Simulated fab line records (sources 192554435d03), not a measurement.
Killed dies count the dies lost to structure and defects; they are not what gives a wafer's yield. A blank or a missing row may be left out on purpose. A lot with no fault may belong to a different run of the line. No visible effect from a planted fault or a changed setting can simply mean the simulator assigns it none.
fab line records    flow n5Finfet
[record] lots = 14  wafers = 39  lastDay = 17
route steps=1938 shown BEOL_M4@1097 BEOL_M5@1125
lots that met no fault: from a run of the same line without faults
startH: hours from the record's first day to the start of the lot's first wafer shown    waitH: how many hours have passed since the lot's step before this one    " repeats the value in the row above    L1.1+2: one row covering several wafers at once    - value missing, or start not given    * or withheld: withheld    < > ~ a bound
route shown NAME@n: a module of which the file shows steps, and the number in the route of the first    usual: the fault-free wafers' mean and standard deviation    same: alike in all rows    chamber/n: place in a boat    sites: per-site readings    _std_site: standard deviation across them    _edge_site: outer sites' mean less inner sites'    radiusMm: how far each site lies from the wafer's centre    mask NAME#n: copy n    behind: the most recent tool/chamber to have shaped the wafer    hold: what put the lot on hold/how long, in hours/how the hold closed    device: transistor that didn't switch, given as n, p or np    end of line: the route-end tests of the same wafers    a step given without rows: its recipe and nothing more    killed: dies lost to structure and defects at the first sort, not the wafer's yield    map: a wafer's dies, marking killed ones x, the rest . and places with no die _
set.NAME: setting as actually run; set.NAME@STEP: the setting as run at that earlier step    model.NAME: the simulator's own value behind a step, which no gauge read
one table for each step of the route and one row for each wafer, over a sample of lots
services: the hour from which a tool's chamber was out of use, counted from the record's first day as startH (under 0 if before that day), plus the number of hours and why
[[steps]]
[step N5_BEOL_M4_ANNEAL_93]
[recipe] tempC = 400  timeS = 240  ambient = vacuum
[usual] heaterPowerW = 817/71  susceptor_temp_C_max = 401.1/0.42
lot.wafer  tool           chamber  startH  waitH  heaterPowerW  susceptor_temp_C_max
L188.1     pvdSputter-02  -        159.52  0.0    792           400.8
L188.3     "              -        "       "      693           401.8
L188.5     "              -        "       "      819           400.8
L189.2     pvdSputter-02  -        168.57  0.0    886           400.8
L189.6     "              -        "       "      797           401.0
L192.1     pvdSputter-03  -        181.07  0.0    846           401.4
L192.4     "              -        "       "      781           401.4
L192.6     "              -        "       "      840           400.9
L193.1     pvdSputter-03  -        193.57  0.0    801           401.2
L193.2     "              -        "       "      837           401.4
L193.3     "              -        "       "      792           401.3
L194.1     pvdSputter-01  -        200.74  0.0    754           400.7
L194.5     "              -        "       "      752           400.5
L194.6     "              -        "       "      884           401.6
L196.1     pvdSputter-03  -        214.41  0.0    798           401.7
L196.3     "              -        "       "      764           400.8
L200.1     pvdSputter-03  -        243.01  0.0    796           401.4
L200.5     "              -        "       "      797           401.4
L203.1     pvdSputter-01  -        246.09  0.0    749           400.9
L203.2     "              -        "       "      878           401.5
L203.5     "              -        "       "      830           401.5
L204.2     pvdSputter-01  -        251.92  0.0    766           400.7
L204.4     "              -        "       "      929           400.7
L204.6     "              -        "       "      874           401.3
L206.1     pvdSputter-02  -        272.21  0.0    972           401.0
L206.2     "              -        "       "      684           402.2
L206.3     "              -        "       "      859           401.1
L208.2     pvdSputter-02  -        288.82  0.0    697           401.4
L208.3     "              -        "       "      855           401.0
L208.5     "              -        "       "      809           400.8
L207.1     pvdSputter-01  -        289.36  0.0    932           401.3
L207.2     "              -        "       "      862           400.8
L207.3     "              -        "       "      883           402.1
L210.2     pvdSputter-02  -        303.79  0.0    959           401.2
L210.3     "              -        "       "      698           401.8
L210.6     "              -        "       "      989           400.5
L211.1     pvdSputter-03  -        305.57  0.0    777           401.5
L211.3     "              -        "       "      803           401.0
L211.6     "              -        "       "      750           400.4
[step N5_BEOL_M4_SPUTTER_96]
[recipe] material = Cu  targetThkA = 45  tempC = -20  chamberPressurePa = 0.07  powerW = withheld  timeS = 8.29
[usual] chuckGasFlowSccm = 1.27/0.056  throttleValvePct = 29.9/0.73
lot.wafer  tool           chamber  startH  waitH  chuckGasFlowSccm  throttleValvePct
L188.1     pvdSputter-02  -        159.88  0.1    1.22              31.1
L188.3     "              -        "       "      1.34              29.8
L188.5     "              -        "       "      1.24              30.8
L189.2     pvdSputter-02  -        168.93  0.1    1.26              29.6
L189.6     "              -        "       "      1.22              31.1
L192.1     pvdSputter-03  -        181.43  0.1    1.26              29.1
L192.4     "              -        "       "      1.26              30.2
L192.6     "              -        "       "      1.23              30.9
L193.1     pvdSputter-03  -        193.93  0.1    1.21              31.2
L193.2     "              -        "       "      1.26              28.8
L193.3     "              -        "       "      1.36              30.5
L194.1     pvdSputter-01  -        201.10  0.1    1.31              29.3
L194.5     "              -        "       "      1.23              29.9
L194.6     "              -        "       "      1.24              29.2
L196.1     pvdSputter-03  -        214.77  0.1    1.28              30.4
L196.3     "              -        "       "      1.31              29.9
L200.1     pvdSputter-03  -        243.37  0.1    1.39              30.1
L200.5     "              -        "       "      1.29              30.1
L203.1     pvdSputter-01  -        246.45  0.1    1.25              29.6
L203.2     "              -        "       "      1.31              29.1
L203.5     "              -        "       "      1.26              29.1
L204.2     pvdSputter-01  -        252.28  0.1    1.11              29.4
L204.4     "              -        "       "      1.23              30.3
L204.6     "              -        "       "      1.26              30.2
L206.1     pvdSputter-02  -        272.57  0.1    1.34              28.3
L206.2     "              -        "       "      1.25              29.6
L206.3     "              -        "       "      1.24              29.8
L208.2     pvdSputter-02  -        289.18  0.1    1.27              29.6
L208.3     "              -        "       "      1.18              29.7
L208.5     "              -        "       "      1.25              31.0
L207.1     pvdSputter-01  -        289.72  0.1    1.27              30.3
L207.2     "              -        "       "      1.19              30.2
L207.3     "              -        "       "      1.33              29.0
L210.2     pvdSputter-02  -        304.15  0.1    1.35              28.3
L210.3     "              -        "       "      1.26              29.4
L210.6     "              -        "       "      1.41              28.2
L211.1     pvdSputter-03  -        305.93  0.1    1.30              30.2
L211.3     "              -        "       "      1.38              31.0
L211.6     "              -        "       "      1.29              30.1
[step N5_BEOL_M4_INSPECT_59]
[recipe] inspectInstrument = darkfield  mode = postDep
[usual] rawDefectCount = 72/23
lot.wafer  tool              chamber  startH  waitH  rawDefectCount
L188.1     defectInspect-01  -        161.32  0.0    77
L188.3     "                 -        "       "      52
L188.5     "                 -        "       "      50
L189.2     defectInspect-01  -        170.00  0.0    54
L189.6     "                 -        "       "      83
L192.1     defectInspect-01  -        182.52  0.0    56
L192.4     "                 -        "       "      40
L192.6     "                 -        "       "      43
L193.1     defectInspect-01  -        195.01  0.0    76
L193.2     "                 -        "       "      98
L193.3     "                 -        "       "      93
L194.1     defectInspect-02  -        202.67  0.0    60
L194.5     "                 -        "       "      77
L194.6     "                 -        "       "      64
L196.1     defectInspect-01  -        216.08  0.0    85
L196.3     "                 -        "       "      49
L200.1     defectInspect-01  -        244.45  0.0    41
L200.5     "                 -        "       "      63
L203.1     defectInspect-02  -        248.18  0.0    99
L203.2     "                 -        "       "      68
L203.5     "                 -        "       "      70
L204.2     defectInspect-01  -        253.35  0.0    51
L204.4     "                 -        "       "      55
L204.6     "                 -        "       "      66
L206.1     defectInspect-01  -        273.64  0.0    32
L206.2     "                 -        "       "      47
L206.3     "                 -        "       "      31
L208.2     defectInspect-01  -        290.46  0.0    41
L208.3     "                 -        "       "      71
L208.5     "                 -        "       "      46
L207.1     defectInspect-01  -        290.90  0.0    48
L207.2     "                 -        "       "      49
L207.3     "                 -        "       "      80
L210.2     defectInspect-01  -        305.23  0.0    102
L210.3     "                 -        "       "      90
L210.6     "                 -        "       "      71
L211.1     defectInspect-02  -        307.03  0.0    55
L211.3     "                 -        "       "      62
L211.6     "                 -        "       "      79
[step N5_BEOL_M5_DEVELOP_10]
[recipe] developTimeS = 30  developer = TMAH  resist = CAR-EUV  rinseLiquid = surfactantRinse  dry = airSpin  devTempC = 23
[usual] chillPlateTempC = 23.00/0.11  developTimeS = 30/0
lot.wafer  tool           chamber  startH  waitH  chillPlateTempC  developTimeS
L188.1     lithoTrack-02  0        164.50  -      22.88            30
L188.3     "              0        "       "      22.91            30
L188.5     "              0        "       "      22.86            30
L189.2     lithoTrack-01  0        174.94  -      22.98            30
L189.6     "              0        "       "      23.01            30
L192.1     lithoTrack-02  0        186.50  -      23.01            30
L192.4     "              0        "       "      22.76            30
L192.6     "              0        "       "      22.90            30
L193.1     lithoTrack-01  0        197.67  -      23.05            30
L193.2     "              0        "       "      22.90            30
L193.3     "              0        "       "      22.95            30
L194.1     lithoTrack-02  0        205.15  -      22.91            30
L194.5     "              0        "       "      23.07            30
L194.6     "              0        "       "      23.06            30
L196.1     lithoTrack-03  0        218.12  -      22.79            30
L196.3     "              0        "       "      22.89            30
L200.1     lithoTrack-03  0        249.22  -      22.87            30
L200.5     "              0        "       "      22.92            30
L203.1     lithoTrack-01  -        250.80  -      -                -
L203.2     "              -        "       "      -                -
L203.5     "              -        "       "      -                -
L204.2     lithoTrack-02  -        258.19  -      -                -
L204.4     "              -        "       "      -                -
L204.6     "              -        "       "      -                -
L206.1     lithoTrack-01  0        276.35  -      23.01            30
L206.2     "              0        "       "      23.12            30
L206.3     "              0        "       "      22.93            30
L208.2     lithoTrack-01  0        294.51  -      23.11            30
L208.3     "              0        "       "      22.99            30
L208.5     "              0        "       "      22.93            30
L207.1     lithoTrack-01  0        294.80  -      23.11            30
L207.2     "              0        "       "      22.95            30
L207.3     "              0        "       "      23.10            30
L210.2     lithoTrack-02  0        309.94  -      22.98            30
L210.3     "              0        "       "      23.14            30
L210.6     "              0        "       "      22.97            30
L211.1     lithoTrack-03  0        310.84  -      22.96            30
L211.3     "              0        "       "      22.84            30
L211.6     "              0        "       "      22.80            30
[[services]]
tool           chamber  startH  hours  kind
lithoTrack-03  -        211.68  -      consumableReplace:filter
pvdSputter-01  -        252.79  1.5    repair
[[key]]
[firstSign] step = N5_BEOL_M5_DEVELOP_10  reading = toolRecord  direction = missing
effect none on later readings
metAt N5_BEOL_M5_DEVELOP_10
struckLots L203,L204
laterRowsLeftOut L203.1,L203.2,L203.5,L204.2,L204.4,L204.6
sortLeftOut L203.1,L203.2,L203.5,L204.2,L204.4,L204.6
notActingAt N5_BEOL_M4_ANNEAL_93,N5_BEOL_M4_SPUTTER_96,N5_BEOL_M4_INSPECT_59
onsetBetween 205.15 250.80
[fault] kind = skippedStepWhole  tool = lithoTrack-01,lithoTrack-02  chamber = -  onsetH = 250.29  steps = N5_BEOL_M5_DEVELOP_10  scope = struckLotsOnly
// sortLeftOut: the simulated sort isn't trusted on such a fault, so these wafers' sort isn't shown, and their yield isn't known
// laterRowsLeftOut: the simulator's readings of these wafers behind a module that went badly wrong aren't trusted and aren't shown, but for the sort
